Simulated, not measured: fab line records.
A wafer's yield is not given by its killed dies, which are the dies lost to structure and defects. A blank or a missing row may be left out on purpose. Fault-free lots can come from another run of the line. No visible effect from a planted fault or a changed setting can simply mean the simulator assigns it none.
Code-filled problem report in 8D (eight disciplines) form | flow n5_finfet | the parts of the form that need people (team, actions taken, sign-off) are left out

== 1. THE ISSUE ==
Mean of killed_at_M4_up at N5_PASSIVATION_PROBE_49: 239 across 3 wafers in 2 lots; on wafers with no fault it is 14 (standard deviation 5.2). That is +43 standard deviations from the usual mean.
First seen on wafer L849.1, day 17 00:32, on prober-01. At this step, 6 wafers from 2 lots have a number in the record. The rule behind "out" and "out of limits": a value lying over 4 standard deviations away from the usual mean. Any other wafer with a number is counted as sound.

== 2. WHAT IT IS AND WHAT IT IS NOT ==
question                    | is                                                                                                                      | is not
which readings at this step | killed_at_M4_up, defect_limited_yield, killed_dies, sort_bin_5_function, sort_bin_6_memory, sort_n_pass, sort_yield_pct | killed_at_M0_to_M3, killed_at_contacts, killed_at_front_end, killed_at_other, killed_short
which lots                  | L849, L850                                                                                                              | -
which wafers of those lots  | L849.1, L849.5, L850.2                                                                                                  | L849.3, L850.1, L850.6
read on which tools         | prober-01, prober-02                                                                                                    | -
when                        | from day 17 00:32                                                                                                       | up to then (0 sound wafers); but 3 sound wafers of L849, L850 came after

== 3. WHAT RULES OUT EACH SUSPECT ==
Counting: a tool at a process step up to the reading stays a suspect if it ran every lot that is out. Sound lots after the first of them don't rule it out here, since some wafers of a struck lot are sound.
- ecd_cu-01 at N5_BEOL_M12_ECD_47 (material Cu, target thk 720 nm): kept. It ran every lot that is out, first L849 (day 14 23:53).
- rie_diel-06 at N5_BEOL_M15_DESCUM_15 (chemistry O2, time 7.9 s): kept. It ran every lot that is out, first L849 (day 15 14:11).
- rie_diel-06 at N5_PASSIVATION_DESCUM_12 (chemistry O2, time 7.9 s): kept. It ran every lot that is out, first L849 (day 16 15:27).
Left after counting: ecd_cu-01 at N5_BEOL_M12_ECD_47, rie_diel-06 at N5_BEOL_M15_DESCUM_15, rie_diel-06 at N5_PASSIVATION_DESCUM_12.

== 4. THE CAUSE (what the simulator had put in) ==
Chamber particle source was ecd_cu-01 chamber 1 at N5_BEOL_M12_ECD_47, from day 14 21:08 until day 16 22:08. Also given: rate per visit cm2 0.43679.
Counting leaves 3 suspects; this tool is one of them.

== 5. THE EFFECT CHAIN, in route order ==
Rows list readings where the struck wafers' mean (over those with a number) sits beyond 3 standard deviations from the usual. Only readings for which the record gives a usual standard deviation are gone through. hours: the time from each lot's start at the first step in this table that gives one to its start at this step, as a median over the lots. sigmas: the change in usual standard deviations.
hours | step                    | reading              | usual  | on struck wafers | change | sigmas
0     | N5_PASSIVATION_PROBE_49 | defect_limited_yield | 91.3 % | 72.6             | -18.7  | -14
0     | N5_PASSIVATION_PROBE_49 | killed_at_M4_up      | 14     | 239              | +225   | +43
0     | N5_PASSIVATION_PROBE_49 | killed_dies          | 103    | 323              | +220   | +15
0     | N5_PASSIVATION_PROBE_49 | killed_on_rim        | 14     | 38               | +24    | +6.0
0     | N5_PASSIVATION_PROBE_49 | sort_bin_5_function  | 5.1 %  | 15.6             | +10.5  | +12
0     | N5_PASSIVATION_PROBE_49 | sort_bin_6_memory    | 3.3 %  | 10.0             | +6.7   | +10
0     | N5_PASSIVATION_PROBE_49 | sort_n_pass          | 1077   | 857              | -220   | -15
0     | N5_PASSIVATION_PROBE_49 | sort_yield_pct       | 91.3 % | 72.6             | -18.7  | -14
The process steps in it:
- N5_PASSIVATION_PROBE_49

== 6. WHAT WOULD HAVE CAUGHT IT SOONER ==
In this record no reading fell out of limits until day 17 00:32, 51 hours after the fault had begun at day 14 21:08.
The start of N5_BEOL_M12_ECD_47 on ecd_cu-01 came by day 17 00:32 for every one of the lots that are out (2). Tool hold at that time: it would have spared none of them.
